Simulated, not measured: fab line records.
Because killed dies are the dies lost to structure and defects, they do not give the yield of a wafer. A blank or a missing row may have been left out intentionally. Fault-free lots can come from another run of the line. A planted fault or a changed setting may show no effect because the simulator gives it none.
The tool behind it: which one? + flow nand_harc + 33 wafers from 11 lots sampled at 4 of the route's 1159 steps

WHAT THE GAUGES SHOWED, per wafer
NHARC_A_BONDPAD_THK_MEAS_20: measures by xrf.
| lot  | measured     | on            | thk_nm (nm)       |
|------|--------------|---------------|-------------------|
| L317 | day 18 17:58 | film_metro-02 | 168.8 169.4 171.3 |
| L320 | day 18 19:43 | film_metro-01 | 169.1 167.2 168.5 |
| L321 | day 19 06:53 | film_metro-02 | 169.9 169.6 168.3 |
| L322 | day 20 04:16 | film_metro-02 | 168.5 168.5 169.2 |
| L326 | day 20 09:13 | film_metro-01 | 169.8 169.8 170.3 |
| L325 | day 20 09:59 | film_metro-02 | 168.0 168.4 169.8 |
| L327 | day 20 14:59 | film_metro-02 | 167.8 169.6 168.8 |
| L328 | day 20 20:03 | film_metro-02 | 169.3 170.1 169.0 |
| L329 | day 21 20:20 | film_metro-02 | 171.4 170.5 122.8 |
| L339 | day 23 18:53 | film_metro-01 | 172.1 168.7 170.9 |
| L340 | day 23 19:41 | film_metro-02 | 170.0 171.9 171.0 |

TOOL THAT RAN EACH LOT (tool first, then ch and the chambers of the sampled wafers, then the start)
| lot  | NHARC_A_BONDPAD_ETCH_34            | NHARC_A_BONDPAD_STRIP_15           | NHARC_A_BONDPAD_ECD_18         |
|------|------------------------------------|------------------------------------|--------------------------------|
| L317 | rie_diel-09 ch 0,3, day 18 15:29   | rie_diel-02 ch 0,2,3, day 18 15:48 | ecd_cu-02 ch 0,1, day 18 16:56 |
| L320 | rie_diel-04 ch 0,2,3, day 18 17:23 | rie_diel-09 ch 1,2,3, day 18 17:41 | ecd_cu-02 ch 0,1, day 18 18:40 |
| L321 | rie_diel-04 ch 0,2,3, day 19 04:33 | rie_diel-04 ch 0,2,3, day 19 04:53 | ecd_cu-02 ch 0,1, day 19 05:50 |
| L322 | rie_diel-04 ch 0,2,3, day 20 01:59 | rie_diel-09 ch 0,1,2, day 20 02:19 | ecd_cu-01 ch 0,1, day 20 03:16 |
| L326 | rie_diel-09 ch 0,1,3, day 20 06:55 | rie_diel-02 ch 0,2,3, day 20 07:14 | ecd_cu-01 ch 0,1, day 20 08:13 |
| L325 | rie_diel-04 ch 1,3, day 20 07:41   | rie_diel-04 ch 1,3, day 20 08:01   | ecd_cu-01 ch 0, day 20 08:56   |
| L327 | rie_diel-09 ch 0,1,3, day 20 12:44 | rie_diel-09 ch 0,2, day 20 13:03   | ecd_cu-01 ch 0,1, day 20 13:58 |
| L328 | rie_diel-09 ch 0,1,2, day 20 17:46 | rie_diel-09 ch 0,3, day 20 18:04   | ecd_cu-02 ch 0,1, day 20 18:59 |
| L329 | rie_diel-09 ch 1,2, day 21 18:04   | rie_diel-09 ch 2,3, day 21 18:24   | ecd_cu-01 ch 0,1, day 21 19:26 |
| L339 | rie_diel-09 ch 0,1,3, day 23 16:37 | rie_diel-09 ch 0,1,3, day 23 16:54 | ecd_cu-02 ch 1, day 23 17:50   |
| L340 | rie_diel-09 ch 0,1,2, day 23 17:25 | rie_diel-09 ch 0,1,2, day 23 17:43 | ecd_cu-02 ch 0,1, day 23 18:38 |
- NHARC_A_BONDPAD_ETCH_34: etches the open film in N2/H2, target depth 60 nm, overetch 18 nm, time 65.91 s.
- NHARC_A_BONDPAD_STRIP_15: strips in O2.
- NHARC_A_BONDPAD_ECD_18: material Cu, target thk 400 nm.

THE ANSWER, worked out from the rows above alone
Rule: what is usual is taken from the lots themselves. Put in order of their means at a reading, lots are off if they are a third of the lots or fewer, leave a main group of 4 or more, and stand apart from it by a gap of 3 or more times the standard deviation of the main group's means; of several such gaps the widest counts. A main group whose means are all the same, to the digits that the tables above print for the reading, isn't used. A lot without any number at a reading at which 4 lots or more have one is off too. Any other lot the step has rows for is counted as sound.
Off: L329, at NHARC_A_BONDPAD_THK_MEAS_20 (thk_nm). Main group: mean 169.5 nm, sd 0.83.
If a tool, at a process step before that reading, ran all the lots that are off and no sound lot after the first of them, it fits. The gauges at NHARC_A_BONDPAD_THK_MEAS_20 are tried like those tools. One fits: ecd_cu-01 at NHARC_A_BONDPAD_ECD_18. Its last sound lot is L327 (day 20 13:58), its first lot that is off L329 (day 21 19:26): a fault that began between those two fits.

WHAT THE SIMULATOR PUT IN
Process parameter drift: ecd_cu-01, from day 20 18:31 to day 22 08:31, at NHARC_A_BONDPAD_ECD_18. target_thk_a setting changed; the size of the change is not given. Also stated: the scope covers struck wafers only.
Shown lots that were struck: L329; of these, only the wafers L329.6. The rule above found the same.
